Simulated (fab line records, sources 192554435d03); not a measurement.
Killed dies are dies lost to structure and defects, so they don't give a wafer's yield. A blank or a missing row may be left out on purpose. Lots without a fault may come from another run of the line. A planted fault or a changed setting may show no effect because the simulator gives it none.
Which tool did it? | flow n5_finfet | 22 lots, 66 wafers sampled, at 5 steps of a route of 1938

WHAT THE GAUGES READ, wafer by wafer
N5_GATE_CUT_OVL_MEAS_14. Usual: GATE_CUT_OVL 0.3 nm, standard deviation 0.67.
lot  | measured     | on         | GATE_CUT_OVL (nm) | flag
L074 | day 4 11:46  | overlay-02 | -0.2 0.8 1.3      |
L075 | day 4 21:03  | overlay-01 | 0.8 1.4 0.7       |
L076 | day 5 04:41  | overlay-02 | 0.8 1.7 -0.9      |
L077 | day 5 11:38  | overlay-02 | 1.4 -0.3 0.8      |
L078 | day 5 13:01  | overlay-02 | -0.2 -0.3 -0.6    |
L079 | day 5 19:07  | overlay-02 | 0.6 0.3 0.5       |
L080 | day 6 00:52  | overlay-01 | -0.4 -0.1 -0.5    |
L081 | day 6 10:10  | overlay-02 | -0.2 1.0 -0.3     |
L082 | day 6 16:22  | overlay-01 | -0.1 -0.6 -0.2    |
L084 | day 7 01:51  | overlay-02 | 0.1 -0.5 0.6      |
L085 | day 7 10:07  | overlay-02 | -0.3 -0.2 0.7     |
L086 | day 7 12:38  | overlay-02 | -0.8 1.1 0.8      |
L087 | day 7 20:38  | overlay-01 | 1.0 1.6 0.4       |
L088 | day 8 01:38  | overlay-01 | 0.3 0.7 1.6       |
L089 | day 8 05:06  | overlay-02 | -0.3 0.6 2.2      |
L090 | day 8 11:44  | overlay-02 | -0.2 0.2 0.7      |
L092 | day 8 23:41  | overlay-02 | 0.7 0.6 -0.2      |
L093 | day 9 05:14  | overlay-01 | 0.9 0.4 1.2       |
L094 | day 9 13:49  | overlay-02 | -0.2 -0.2 -0.6    |
L095 | day 9 16:34  | overlay-02 | -0.9 0.2 -0.4     |
L096 | day 9 22:29  | overlay-02 | 0.5 -0.6 -0.4     |
L097 | day 10 03:48 | overlay-01 | 0.1 0.2 0.5       |

N5_MOL_CONTACT_COAG_INSPECT_10: inspects for defects (brightfield). Usual: raw_defect_count 76, standard deviation 27.
lot  | measured     | on                | raw_defect_count | flag
L074 | day 4 15:56  | defect_inspect-01 | 71 44 89         |
L075 | day 5 01:14  | defect_inspect-01 | 65 85 44         |
L076 | day 5 09:32  | defect_inspect-01 | 94 95 113        |
L077 | day 5 15:41  | defect_inspect-01 | 71 59 52         |
L078 | day 5 16:52  | defect_inspect-02 | 67 120 77        |
L079 | day 5 22:58  | defect_inspect-01 | 39 49 88         |
L080 | day 6 05:14  | defect_inspect-02 | 178 73 109       |
L081 | day 6 14:10  | defect_inspect-01 | 63 63 84         |
L082 | day 6 20:15  | defect_inspect-02 | 57 103 47        |
L084 | day 7 05:41  | defect_inspect-02 | 65 60 66         |
L085 | day 7 14:37  | defect_inspect-01 | 70 83 97         |
L086 | day 7 16:36  | defect_inspect-02 | 159 116 104      |
L087 | day 8 00:35  | defect_inspect-02 | 123 84 72        |
L088 | day 8 05:46  | defect_inspect-02 | 60 61 78         |
L089 | day 8 09:12  | defect_inspect-01 | 78 47 119        |
L090 | day 8 15:39  | defect_inspect-02 | 120 74 98        |
L092 | day 9 03:36  | defect_inspect-01 | 69 52 67         |
L093 | day 9 09:12  | defect_inspect-01 | 104 101 54       |
L094 | day 9 17:47  | defect_inspect-01 | 57 57 66         |
L095 | day 9 20:42  | defect_inspect-02 | 62 61 69         |
L096 | day 10 02:26 | defect_inspect-02 | 73 89 38         |
L097 | day 10 07:58 | defect_inspect-02 | 50 55 78         |

WHICH TOOL RAN EACH LOT (tool, then ch and the chambers of the sampled wafers, then the start)
lot  | N5_GATE_CUT_DESCUM_18             | N5_GATE_CUT_ETCH_36               | N5_GATE_CUT_HM_OPEN_40
L074 | rie_diel-01 ch 0,1,2, day 4 11:51 | rie_diel-01 ch 0,1,2, day 4 11:54 | rie_diel-01 ch 0,1,2, day 4 12:01
L075 | rie_diel-01 ch 1,2, day 4 21:23   | rie_diel-01 ch 1,2, day 4 21:26   | rie_diel-01 ch 1,2, day 4 21:32
L076 | rie_diel-01 ch 1,2, day 5 04:59   | rie_diel-01 ch 1,2, day 5 05:02   | rie_diel-01 ch 1,2, day 5 05:08
L077 | rie_diel-01 ch 0,2,3, day 5 11:48 | rie_diel-01 ch 0,2,3, day 5 11:52 | rie_diel-01 ch 0,2,3, day 5 11:58
L078 | rie_diel-05 ch 0,1,2, day 5 13:06 | rie_diel-05 ch 0,1,2, day 5 13:10 | rie_diel-05 ch 0,1,2, day 5 13:16
L079 | rie_diel-04 ch 1,3, day 5 19:12   | rie_diel-04 ch 1,3, day 5 19:15   | rie_diel-04 ch 1,3, day 5 19:22
L080 | rie_diel-04 ch 0,3, day 6 00:56   | rie_diel-04 ch 0,3, day 6 01:00   | rie_diel-04 ch 0,3, day 6 01:07
L081 | rie_diel-05 ch 0,1,3, day 6 10:14 | rie_diel-05 ch 0,1,3, day 6 10:18 | rie_diel-05 ch 0,1,3, day 6 10:25
L082 | rie_diel-04 ch 1,2,3, day 6 16:28 | rie_diel-04 ch 1,2,3, day 6 16:31 | rie_diel-04 ch 1,2,3, day 6 16:38
L084 | rie_diel-01 ch 1,2,3, day 7 01:56 | rie_diel-01 ch 1,2,3, day 7 02:00 | rie_diel-01 ch 1,2,3, day 7 02:07
L085 | rie_diel-01 ch 0,2,3, day 7 10:15 | rie_diel-01 ch 0,2,3, day 7 10:18 | rie_diel-01 ch 0,2,3, day 7 10:25
L086 | rie_diel-05 ch 0,2,3, day 7 12:43 | rie_diel-05 ch 0,2,3, day 7 12:47 | rie_diel-05 ch 0,2,3, day 7 12:53
L087 | rie_diel-04 ch 2,3, day 7 20:43   | rie_diel-04 ch 2,3, day 7 20:46   | rie_diel-04 ch 2,3, day 7 20:53
L088 | rie_diel-05 ch 1,2,3, day 8 02:01 | rie_diel-05 ch 1,2,3, day 8 02:04 | rie_diel-05 ch 1,2,3, day 8 02:11
L089 | rie_diel-01 ch 0,2,3, day 8 05:12 | rie_diel-01 ch 0,2,3, day 8 05:15 | rie_diel-01 ch 0,2,3, day 8 05:22
L090 | rie_diel-05 ch 0,1, day 8 11:54   | rie_diel-05 ch 0,1, day 8 11:57   | rie_diel-05 ch 0,1, day 8 12:04
L092 | rie_diel-05 ch 1,2, day 8 23:49   | rie_diel-05 ch 1,2, day 8 23:52   | rie_diel-05 ch 1,2, day 8 23:58
L093 | rie_diel-04 ch 0,1,2, day 9 05:21 | rie_diel-04 ch 0,1,2, day 9 05:25 | rie_diel-04 ch 0,1,2, day 9 05:31
L094 | rie_diel-05 ch 2,3, day 9 13:54   | rie_diel-05 ch 2,3, day 9 13:58   | rie_diel-05 ch 2,3, day 9 14:04
L095 | rie_diel-05 ch 0,1,3, day 9 16:43 | rie_diel-05 ch 0,1,3, day 9 16:46 | rie_diel-05 ch 0,1,3, day 9 16:53
L096 | rie_diel-01 ch 2,3, day 9 22:40   | rie_diel-01 ch 2,3, day 9 22:44   | rie_diel-01 ch 2,3, day 9 22:50
L097 | rie_diel-01 ch 1,2, day 10 04:13  | rie_diel-01 ch 1,2, day 10 04:16  | rie_diel-01 ch 1,2, day 10 04:23
- N5_GATE_CUT_DESCUM_18: chemistry O2, time 7 s.
- N5_GATE_CUT_ETCH_36: etches SiARC in CF4, target depth 13 nm, time 21.7 s.
- N5_GATE_CUT_HM_OPEN_40: chemistry C4F6/O2, target SiO2, target depth 139 nm, time 85.1 s.

WHAT THE TOOLS THEMSELVES READ (means of the sampled wafers that have a number; where no wafer has one, the mark that the record gives instead)
N5_GATE_CUT_DESCUM_18. Usual: drypump_motor_current_A 5.7 A, standard deviation 0.51; oes_product_au 0.80 a.u., standard deviation 0.083; rf_vpp_V 243.4 V, standard deviation 1.4; showerhead_plenum_p_Torr 2.11 Torr, standard deviation 0.074; throttle_valve_pct 20.50 %, standard deviation 0.23.
lot  | tool        | drypump_motor_current_A (A) | oes_product_au (a.u.) | rf_vpp_V (V) | showerhead_plenum_p_Torr (Torr) | throttle_valve_pct (%) | flag
L074 | rie_diel-01 | 5.8                         | 0.79                  | 244.7        | 2.16                            | 20.49                  |
L075 | rie_diel-01 | 5.4                         | 0.85                  | 244.3        | 2.17                            | 20.33                  |
L076 | rie_diel-01 | 5.8                         | 0.79                  | 244.0        | 2.18                            | 20.42                  |
L077 | rie_diel-01 | 5.8                         | 0.86                  | 242.6        | 2.11                            | 20.40                  |
L078 | rie_diel-05 | 5.4                         | 0.82                  | 243.9        | 2.15                            | 20.66                  |
L079 | rie_diel-04 | 5.8                         | 0.78                  | 242.7        | 2.08                            | 20.70                  |
L080 | rie_diel-04 | 5.8                         | 0.72                  | 242.9        | 2.07                            | 20.65                  |
L081 | rie_diel-05 | 5.2                         | 0.84                  | 244.2        | 2.15                            | 20.51                  |
L082 | rie_diel-04 | 5.7                         | 0.80                  | 242.1        | 2.05                            | 20.50                  |
L084 | rie_diel-01 | 5.8                         | 0.83                  | 244.5        | 2.12                            | 20.33                  |
L085 | rie_diel-01 | 5.9                         | 0.83                  | 242.4        | 2.10                            | 20.41                  |
L086 | rie_diel-05 | 5.1                         | 0.79                  | 243.3        | 2.08                            | 20.50                  |
L087 | rie_diel-04 | 5.7                         | 0.73                  | 242.7        | 2.05                            | 20.61                  |
L088 | rie_diel-05 | 5.5                         | 0.85                  | 242.9        | 2.10                            | 20.52                  |
L089 | rie_diel-01 | 5.8                         | 0.82                  | 243.6        | 2.10                            | 20.41                  |
L090 | rie_diel-05 | 5.5                         | 0.83                  | 244.0        | 2.21                            | 20.71                  |
L092 | rie_diel-05 | 5.7                         | 0.84                  | 244.5        | 2.16                            | 20.71                  |
L093 | rie_diel-04 | 5.7                         | 0.78                  | 242.5        | 2.03                            | 20.44                  |
L094 | rie_diel-05 | 5.2                         | 0.84                  | 241.3        | 2.02                            | 20.34                  |
L095 | rie_diel-05 | 5.2                         | 0.82                  | 243.8        | 2.14                            | 20.54                  |
L096 | rie_diel-01 | 5.5                         | 0.85                  | 242.7        | 2.10                            | 20.27                  |
L097 | rie_diel-01 | 5.4                         | 0.79                  | 244.8        | 2.15                            | 20.40                  |

N5_GATE_CUT_ETCH_36. Usual: drypump_motor_current_A 5.7 A, standard deviation 0.51; etch_rf_on_time_s 21.3 s, standard deviation 0.44; oes_product_au 0.69 a.u., standard deviation 0.07; rf_vpp_V 184.2 V, standard deviation 1.2; showerhead_plenum_p_Torr 2.16 Torr, standard deviation 0.061; throttle_valve_pct 15.67 %, standard deviation 0.22.
lot  | tool        | drypump_motor_current_A (A) | etch_rf_on_time_s (s) | oes_product_au (a.u.) | rf_vpp_V (V) | showerhead_plenum_p_Torr (Torr) | throttle_valve_pct (%) | flag
L074 | rie_diel-01 | 5.8                         | 21.1                  | 0.68                  | 184.9        | 2.21                            | 15.66                  |
L075 | rie_diel-01 | 5.4                         | 20.9                  | 0.74                  | 184.7        | 2.20                            | 15.44                  |
L076 | rie_diel-01 | 5.8                         | 20.8                  | 0.68                  | 186.0        | 2.21                            | 15.46                  |
L077 | rie_diel-01 | 5.8                         | 21.4                  | 0.74                  | 184.8        | 2.17                            | 15.70                  |
L078 | rie_diel-05 | 5.4                         | 21.5                  | 0.70                  | 184.4        | 2.19                            | 15.71                  |
L079 | rie_diel-04 | 5.8                         | 21.2                  | 0.67                  | 183.3        | 2.12                            | 15.87                  |
L080 | rie_diel-04 | 5.8                         | 21.4                  | 0.62                  | 183.8        | 2.13                            | 15.95                  |
L081 | rie_diel-05 | 5.2                         | 21.4                  | 0.72                  | 184.4        | 2.20                            | 15.66                  |
L082 | rie_diel-04 | 5.7                         | 21.5                  | 0.68                  | 183.3        | 2.10                            | 15.69                  |
L084 | rie_diel-01 | 5.8                         | 21.0                  | 0.72                  | 184.2        | 2.17                            | 15.52                  |
L085 | rie_diel-01 | 5.9                         | 21.4                  | 0.71                  | 184.3        | 2.17                            | 15.72                  |
L086 | rie_diel-05 | 5.1                         | 21.3                  | 0.68                  | 183.4        | 2.13                            | 15.64                  |
L087 | rie_diel-04 | 5.7                         | 21.7                  | 0.64                  | 182.8        | 2.12                            | 15.88                  |
L088 | rie_diel-05 | 5.5                         | 21.4                  | 0.72                  | 183.7        | 2.15                            | 15.60                  |
L089 | rie_diel-01 | 5.9                         | 21.3                  | 0.71                  | 183.7        | 2.17                            | 15.73                  |
L090 | rie_diel-05 | 5.5                         | 21.2                  | 0.71                  | 185.5        | 2.25                            | 15.77                  |
L092 | rie_diel-05 | 5.8                         | 21.3                  | 0.72                  | 184.7        | 2.20                            | 15.72                  |
L093 | rie_diel-04 | 5.7                         | 21.7                  | 0.66                  | 183.8        | 2.09                            | 15.67                  |
L094 | rie_diel-05 | 5.2                         | 21.2                  | 0.71                  | 184.1        | 2.09                            | 15.54                  |
L095 | rie_diel-05 | 5.2                         | 21.2                  | 0.70                  | 185.3        | 2.19                            | 15.68                  |
L096 | rie_diel-01 | 5.5                         | 21.6                  | 0.73                  | 183.6        | 2.16                            | 15.52                  |
L097 | rie_diel-01 | 5.4                         | 20.8                  | 0.69                  | 184.1        | 2.18                            | 15.52                  |

N5_GATE_CUT_HM_OPEN_40. Usual: drypump_motor_current_A 5.7 A, standard deviation 0.51; etch_rf_on_time_s 92.8 s, standard deviation 2.1; oes_product_au 0.72 a.u., standard deviation 0.074; rf_vpp_V 663 V, standard deviation 13; showerhead_plenum_p_Torr 2.87 Torr, standard deviation 0.076; throttle_valve_pct 21.00 %, standard deviation 0.23.
lot  | tool        | drypump_motor_current_A (A) | etch_rf_on_time_s (s) | oes_product_au (a.u.) | rf_vpp_V (V) | showerhead_plenum_p_Torr (Torr) | throttle_valve_pct (%) | flag
L074 | rie_diel-01 | 5.8                         | 91.3                  | 0.72                  | 674          | 2.92                            | 20.91                  |
L075 | rie_diel-01 | 5.5                         | 92.1                  | 0.77                  | 663          | 2.91                            | 20.67                  |
L076 | rie_diel-01 | 5.8                         | 90.5                  | 0.72                  | 664          | 2.91                            | 20.70                  |
L077 | rie_diel-01 | 5.8                         | 91.2                  | 0.78                  | 673          | 2.89                            | 21.04                  |
L078 | rie_diel-05 | 5.4                         | 92.1                  | 0.74                  | 659          | 2.91                            | 21.08                  |
L079 | rie_diel-04 | 5.8                         | 96.9                  | 0.70                  | 668          | 2.83                            | 21.23                  |
L080 | rie_diel-04 | 5.8                         | 93.9                  | 0.65                  | 672          | 2.83                            | 21.22                  |
L081 | rie_diel-05 | 5.2                         | 91.5                  | 0.76                  | 659          | 2.92                            | 21.02                  |
L082 | rie_diel-04 | 5.7                         | 95.9                  | 0.71                  | 656          | 2.79                            | 21.04                  |
L084 | rie_diel-01 | 5.9                         | 94.1                  | 0.75                  | 662          | 2.87                            | 20.83                  |
L085 | rie_diel-01 | 5.9                         | 91.1                  | 0.74                  | 672          | 2.88                            | 21.06                  |
L086 | rie_diel-05 | 5.1                         | 91.8                  | 0.72                  | 655          | 2.83                            | 21.02                  |
L087 | rie_diel-04 | 5.7                         | 95.8                  | 0.66                  | 659          | 2.81                            | 21.21                  |
L088 | rie_diel-05 | 5.5                         | 94.1                  | 0.76                  | 656          | 2.86                            | 21.04                  |
L089 | rie_diel-01 | 5.9                         | 91.9                  | 0.75                  | 673          | 2.88                            | 21.06                  |
L090 | rie_diel-05 | 5.5                         | 93.2                  | 0.74                  | 662          | 2.98                            | 21.14                  |
L092 | rie_diel-05 | 5.8                         | 90.7                  | 0.77                  | 660          | 2.93                            | 21.16                  |
L093 | rie_diel-04 | 5.7                         | 95.0                  | 0.70                  | 655          | 2.78                            | 20.98                  |
L094 | rie_diel-05 | 5.1                         | 91.7                  | 0.75                  | 652          | 2.78                            | 20.96                  |
L095 | rie_diel-05 | 5.2                         | 92.6                  | 0.73                  | 659          | 2.91                            | 21.06                  |
L096 | rie_diel-01 | 5.5                         | 92.6                  | 0.77                  | 662          | 2.86                            | 20.83                  |
L097 | rie_diel-01 | 5.5                         | 92.3                  | 0.73                  | 662          | 2.89                            | 20.74                  |

THE ANSWER, worked out from the rows above alone
Rule: a lot is off if the mean of its wafers that have a number lies more than 3 standard deviations from the usual mean. A lot without any number at a reading at which 4 lots or more have one is off too. The other lots that the step has rows for count as sound. The gauges are gone through in route order, then the tools' own readings, and for those a lot's mean is taken as printed above. The first step at which some lot is off is used, and at that step the reading that is off furthest; a lot without a number counts as furthest.
No lot is off at any reading shown: from this, nothing can be told.

WHAT THE SIMULATOR HAD PUT IN
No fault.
